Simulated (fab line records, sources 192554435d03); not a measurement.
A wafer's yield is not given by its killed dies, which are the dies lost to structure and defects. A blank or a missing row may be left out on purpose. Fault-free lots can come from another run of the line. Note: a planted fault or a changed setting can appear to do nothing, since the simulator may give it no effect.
Which of the tools did it? | flow n5 finfet | 31 wafers from 11 lots sampled at 5 of the route's 1938 steps

WHAT THE GAUGES READ, wafer by wafer
The record lacks any reading of a measuring or inspecting step that a usual standard deviation could be used to judge.

WHICH TOOL RAN EACH LOT (tool, then ch and the chambers of the sampled wafers, then the start)
lot  | N5_BEOL_M10_PECVD_70            | N5_BEOL_M10_PRE_CLEAN_45     | N5_BEOL_M10_ALD_74                  | N5_BEOL_M10_CMP_52            | N5_BEOL_M11_ILD_DEP_00
L405 | pecvd-04 ch 1,2, day 10 11:29   | pvd sputter-03, day 10 17:10 | ald metal-01 ch 0,2,3, day 10 17:14 | cmp-04 ch 0,2,3, day 10 18:40 | pecvd-02 ch 0,1,2, day 10 19:07
L406 | pecvd-03 ch 0,1, day 10 19:50   | pvd sputter-01, day 11 03:46 | ald metal-04 ch 0,2, day 11 03:50   | cmp-02 ch 0,2, day 11 04:54   | pecvd-02 ch 0,1,2, day 11 05:23
L409 | pecvd-03 ch 0,1,2, day 11 05:52 | pvd sputter-03, day 11 10:32 | ald metal-02 ch 0,1,3, day 11 10:36 | cmp-03 ch 0,1,2, day 11 11:44 | pecvd-02 ch 0,1,2, day 11 12:13
L410 | pecvd-01 ch 0,1, day 12 05:31   | pvd sputter-01, day 12 09:17 | ald metal-01 ch 0,3, day 12 09:20   | cmp-04 ch 0,3, day 12 11:28   | pecvd-02 ch 0,1,2, day 12 11:56
L411 | pecvd-01 ch 0,2, day 12 12:36   | pvd sputter-03, day 12 18:40 | ald metal-01 ch 0,2,3, day 12 18:47 | cmp-02 ch 0,2,3, day 12 20:27 | pecvd-01 ch 0,2, day 12 20:50
L413 | pecvd-01 ch 0,1,2, day 12 12:53 | pvd sputter-02, day 12 18:02 | ald metal-01 ch 0,2,3, day 12 18:08 | cmp-04 ch 0,1, day 12 20:04   | pecvd-04 ch 0,2, day 12 20:34
L412 | pecvd-04 ch 1,2, day 12 13:02   | pvd sputter-02, day 12 17:52 | ald metal-04 ch 2,3, day 12 17:57   | cmp-04 ch 0,1,3, day 12 19:37 | pecvd-02 ch 0,1,2, day 12 20:07
L415 | pecvd-03 ch 1,2, day 13 10:35   | pvd sputter-02, day 13 13:29 | ald metal-04 ch 0,1,2, day 13 13:32 | cmp-03 ch 0,1,3, day 13 14:49 | pecvd-01 ch 1,2, day 13 15:19
L417 | pecvd-03 ch 1,2, day 13 12:31   | pvd sputter-03, day 13 18:39 | ald metal-04 ch 1,2, day 13 18:43   | cmp-04 ch 1,2, day 13 20:25   | pecvd-01 ch 2, day 13 20:52
L420 | pecvd-03 ch 0,2, day 14 08:06   | pvd sputter-03, day 14 15:34 | ald metal-04 ch 0,3, day 14 15:37   | cmp-03 ch 0,1, day 14 16:58   | pecvd-02 ch 0,1, day 14 17:25
L424 | pecvd-04 ch 0,1, day 16 03:50   | pvd sputter-02, day 16 07:35 | ald metal-02 ch 0,1,2, day 16 07:42 | cmp-03 ch 0,1,2, day 16 09:00 | pecvd-02 ch 0,2, day 16 09:29
- N5_BEOL_M10_PECVD_70: deposits SiO2 from TEOS/O2, target thk 20 nm, time 22.7 s.
- N5_BEOL_M10_PRE_CLEAN_45: time 30 s.
- N5_BEOL_M10_ALD_74: deposits TaN, target thk 2 nm, pulse time 2 s, purge time 3 s.
- N5_BEOL_M10_CMP_52: polishes, stops on SiCOH lowk, t overpolish 7 s, target thk 140 nm.
- N5_BEOL_M11_ILD_DEP_00: deposits SiCOH lowk from DEMS/porogen, target thk 308.51 nm, time 58 s.

WHAT THE TOOLS THEMSELVES READ (means of the sampled wafers that have a number; where no wafer has one, the mark that the record gives instead)
N5_BEOL_M10_PECVD_70. Usual: heater power w 691 W, standard deviation 83; showerhead plenum p Torr 8.79 Torr, standard deviation 0.048; showerhead vpp V 1290 V, standard deviation 48; throttle valve pct 22.9 %, standard deviation 0.89.
lot  | tool     | heater power w (W) | showerhead plenum p Torr (Torr) | showerhead vpp V (V) | throttle valve pct (%) | flag
L405 | pecvd-04 | 755                | 8.71                            | 1319                 | 22.8                   |
L406 | pecvd-03 | 688                | 8.85                            | 1313                 | 24.0                   |
L409 | pecvd-03 | 646                | 8.83                            | 1297                 | 23.1                   |
L410 | pecvd-01 | 825                | 8.78                            | 1296                 | 22.7                   |
L411 | pecvd-01 | 649                | 8.75                            | 1213                 | 21.8                   |
L413 | pecvd-01 | 703                | 8.76                            | 1259                 | 22.3                   |
L412 | pecvd-04 | 782                | 8.75                            | 1324                 | 22.8                   |
L415 | pecvd-03 | 680                | 8.85                            | 1308                 | 22.4                   |
L417 | pecvd-03 | 658                | 8.84                            | 1308                 | 22.5                   |
L420 | pecvd-03 | 664                | 8.84                            | 1302                 | 23.8                   |
L424 | pecvd-04 | 672                | 8.77                            | 1278                 | 23.0                   |

N5_BEOL_M10_PRE_CLEAN_45. Usual: heater power w reads 334 W (standard deviation 34).
lot  | tool           | heater power w (W) | flag
L405 | pvd sputter-03 | 368                |
L406 | pvd sputter-01 | 336                |
L409 | pvd sputter-03 | 277                |
L410 | pvd sputter-01 | 299                |
L411 | pvd sputter-03 | 352                |
L413 | pvd sputter-02 | 343                |
L412 | pvd sputter-02 | 346                |
L415 | pvd sputter-02 | 351                |
L417 | pvd sputter-03 | 332                |
L420 | pvd sputter-03 | 352                |
L424 | pvd sputter-02 | 339                |

N5_BEOL_M10_ALD_74. Usual: heater power w reads 436 W (standard deviation 53).
lot  | tool         | heater power w (W) | flag
L405 | ald metal-01 | 406                |
L406 | ald metal-04 | 439                |
L409 | ald metal-02 | 422                |
L410 | ald metal-01 | 418                |
L411 | ald metal-01 | 415                |
L413 | ald metal-01 | 406                |
L412 | ald metal-04 | 495                |
L415 | ald metal-04 | 451                |
L417 | ald metal-04 | 452                |
L420 | ald metal-04 | 482                |
L424 | ald metal-02 | 407                |

N5_BEOL_M10_CMP_52. Usual: barrier field endpoint s 28.7 s, standard deviation 0.68; clearing platen down force psi 1.5003 psi, standard deviation 0.003; clearing platen rpm 50.001 rpm, standard deviation 0.024; head pressure psi 0.9997 psi, standard deviation 0.0023; motor current A 6.1 A, standard deviation 0.51.
lot  | tool   | barrier field endpoint s (s) | clearing platen down force psi (psi) | clearing platen rpm (rpm) | head pressure psi (psi) | motor current A (A) | flag
L405 | cmp-04 | 28.0                         | 1.5000                               | 50.008                    | 0.9997                  | 6.1                 |
L406 | cmp-02 | 28.0                         | 1.4987                               | 49.983                    | 0.9985                  | 7.0                 |
L409 | cmp-03 | 28.6                         | 1.4993                               | 50.013                    | 1.0005                  | 6.0                 |
L410 | cmp-04 | 28.7                         | 1.4989                               | 49.984                    | 0.9999                  | 6.0                 |
L411 | cmp-02 | 28.8                         | 1.4989                               | 49.999                    | 1.0012                  | 6.5                 |
L413 | cmp-04 | 28.0                         | 1.5001                               | 49.969                    | 0.9988                  | 5.9                 |
L412 | cmp-04 | 28.4                         | 1.5018                               | 49.989                    | 1.0001                  | 6.1                 |
L415 | cmp-03 | 28.6                         | 1.5009                               | 49.989                    | 0.9987                  | 6.0                 |
L417 | cmp-04 | 32.5                         | 1.5014                               | 50.009                    | 1.0014                  | 6.2                 | OFF
L420 | cmp-03 | 33.2                         | 1.4997                               | 50.007                    | 0.9999                  | 6.6                 | OFF
L424 | cmp-03 | 28.4                         | 1.5018                               | 50.019                    | 0.9971                  | 6.1                 |

N5_BEOL_M11_ILD_DEP_00. Usual: heater power w 319 W, standard deviation 45; showerhead plenum p Torr 5.742 Torr, standard deviation 0.014; showerhead vpp V 1361 V, standard deviation 40; throttle valve pct 13.9 %, standard deviation 0.43.
lot  | tool     | heater power w (W) | showerhead plenum p Torr (Torr) | showerhead vpp V (V) | throttle valve pct (%) | flag
L405 | pecvd-02 | 306                | 5.756                           | 1366                 | 13.8                   |
L406 | pecvd-02 | 332                | 5.743                           | 1382                 | 13.8                   |
L409 | pecvd-02 | 305                | 5.747                           | 1354                 | 13.7                   |
L410 | pecvd-02 | 299                | 5.750                           | 1373                 | 13.8                   |
L411 | pecvd-01 | 252                | 5.728                           | 1297                 | 13.5                   |
L413 | pecvd-04 | 289                | 5.729                           | 1339                 | 14.4                   |
L412 | pecvd-02 | 324                | 5.747                           | 1367                 | 13.7                   |
L415 | pecvd-01 | 300                | 5.733                           | 1270                 | 13.6                   |
L417 | pecvd-01 | 262                | 5.731                           | 1243                 | 13.4                   |
L420 | pecvd-02 | 322                | 5.756                           | 1350                 | 13.6                   |
L424 | pecvd-02 | 332                | 5.738                           | 1373                 | 14.0                   |

THE ANSWER, worked out from the rows above alone
Rule: a lot counts as off when the mean over its wafers that have a number is more than 3 standard deviations away from the usual mean. Also off: a lot with no number at a reading for which 4 or more lots have one. Where the step has rows for the other lots, those lots are counted as sound. The gauges are gone through in route order, then the tools' own readings, and for those a lot's mean is taken as printed above. The first step at which some lot is off is used, and at that step the reading that is off furthest; a lot without a number counts as furthest.
Off, at N5_BEOL_M10_CMP_52 on barrier field endpoint s: L417, L420.
If a tool, at that step or one of the process steps before it, ran each lot that is off and ran no sound lot following the first of them, it fits. Can't be told from this: 3 tools fit, pecvd-03 at N5_BEOL_M10_PECVD_70, pvd sputter-03 at N5_BEOL_M10_PRE_CLEAN_45, ald metal-04 at N5_BEOL_M10_ALD_74.

WHAT WAS PUT IN BY THE SIMULATOR
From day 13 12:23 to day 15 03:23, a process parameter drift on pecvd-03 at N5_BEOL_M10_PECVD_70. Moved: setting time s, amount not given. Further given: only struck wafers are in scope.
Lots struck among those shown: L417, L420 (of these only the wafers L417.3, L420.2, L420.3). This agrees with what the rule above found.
